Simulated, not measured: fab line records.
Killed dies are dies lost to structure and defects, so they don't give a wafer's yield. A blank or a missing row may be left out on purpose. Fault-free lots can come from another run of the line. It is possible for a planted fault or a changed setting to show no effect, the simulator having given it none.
A struck lot beside a sound one | flow nandHarc | 14 out of 1302 route steps
Sound: these wafers, L444.2, L444.3, L444.4. Struck: wafer L452.4. (L452.5 of the same lot was not struck and is left out.) The cause comes at the end.
Order at every step that has rows: each side's tool, ch and its chambers, its first start. Under that, the readings that differ: sound wafers | struck wafers | difference of the means | sigmas: that difference in standard deviations of wafers without a fault.
alike: a reading whose means differ by less than 2 such deviations, as well as words and numbers matching on both sides. not compared: withheld readings; readings where some wafer has no value; bounds like >300 that might hide an equal value; numbers whose values overlap and for which the record gives no deviation.
A row with sigmas, a row that says differs or no value, or rows on one side alone: a step with any of these is where the two part. When numbers do not overlap yet have no deviation, they are printed without sigmas and do not part them. A reading missing from all wafers of one side parts the sides only when that side holds two or more wafers.

NHARC_A_CHANNEL_HOLE_D2_CD_MEAS_31:
  sound: cdSem-02 at day 15 22:23; struck: cdSem-03 at day 19 01:43
  alike: cdNm
next, for these wafers, 1 step has no rows: NHARC_A_CHANNEL_HOLE_D2_XSEM_32.
NHARC_A_CHANNEL_HOLE_D2_INSPECT_40:
  sound: defectInspect-02 at day 15 22:34; struck: defectInspect-01 at day 19 01:54
reading        | sound       | struck | difference | sigmas
rawDefectCount | 438 567 407 | 276    | -195       | -2
then, 3 steps without rows for these wafers: NHARC_A_CHANNEL_FILL_D2_PRECLEAN_00 (cleans in SC1); NHARC_A_CHANNEL_FILL_D2_SRD_01; NHARC_A_CHANNEL_FILL_D2_ALD_02 (deposits SiO2, target thk 6 nm, pulse time 10 s, ald cycles 60).
NHARC_A_CHANNEL_FILL_D2_ALD_03: deposits SiNx, target thk 6 nm, pulse time 60 s, ald cycles 58.
  sound: aldSinBatch-02 ch 0; struck: aldSinBatch-01 ch 0
  alike: precursorPulseHeightRel
NHARC_A_CHANNEL_FILL_D2_ALD_14: deposits SiO2, target thk 2.5 nm, pulse time 10 s, ald cycles 25.
  sound on aldHk-04 ch 0,1,3, day 16 05:46; struck on aldHk-03 ch 2, day 19 09:13
reading               | sound       | struck | difference | sigmas
heaterPowerOuterW (W) | 229 239 267 | 371    | +126       | +3
  alike: heaterPowerW, precursorPulseHeightRel
NHARC_A_CHANNEL_FILL_D2_ALD_15: deposits SiNx, target thk 2 nm, pulse time 60 s, ald cycles 19.
  sound: aldSinBatch-03 ch 0; struck: aldSinBatch-03 ch 0
  alike: precursorPulseHeightRel
NHARC_A_CHANNEL_FILL_D2_ALD_16: deposits SiO2, target thk 1.5 nm, pulse time 10 s, ald cycles 15.
  sound on aldHk-01 ch 0,2,3, day 16 10:56; struck on aldHk-03 ch 2, day 19 14:38
reading               | sound       | struck | difference | sigmas
heaterPowerOuterW (W) | 327 254 223 | 370    | +102       | +2
heaterPowerW (W)      | 578 435 400 | 676    | +205       | +3
  alike: precursorPulseHeightRel
then, 2 steps without rows for these wafers: NHARC_A_CHANNEL_FILL_D2_ANNEAL_17 (time 1800 s); NHARC_A_CHANNEL_FILL_D2_CVD_18 (deposits poly-Si, target thk 3 nm).
NHARC_A_CHANNEL_FILL_D2_ETCHBACK_19: etches the open film in HBr/Cl2, target depth 5 nm, time 1.7 s.
  sound on rieSi-06 ch 1,2,3, day 16 22:54; struck on rieSi-06 ch 2, day 20 02:57
reading             | sound             | struck | difference | sigmas
oesProductAu (a.u.) | 0.996 0.985 1.008 | 0.710  | -0.286     | -26
rfHoursCounterH (h) | 0.7 0.7 0.7       | 0.1    | -0.6       | 
  alike: drypumpMotorCurrentA, throttleValvePct
NHARC_A_CHANNEL_FILL_D2_ETCHBACK_20: etches the open film in C4F8/O2/Ar, target depth 27 nm, time 13.5 s.
  sound on rieDiel-08 ch 0,1,3, day 16 23:01; struck on rieDiel-04 ch 0, day 20 03:05
  alike: oesProductAu, rfVppV
  not compared: rfHoursCounterH

== WHERE THEY PART ==
At NHARC_A_CHANNEL_HOLE_D2_INSPECT_40 first; at NHARC_A_CHANNEL_FILL_D2_ETCHBACK_19 last (within this record only). Later steps at which nothing parts them and some readings are alike: NHARC_A_CHANNEL_FILL_D2_ETCHBACK_20.

WHY: the cause the simulator had injected
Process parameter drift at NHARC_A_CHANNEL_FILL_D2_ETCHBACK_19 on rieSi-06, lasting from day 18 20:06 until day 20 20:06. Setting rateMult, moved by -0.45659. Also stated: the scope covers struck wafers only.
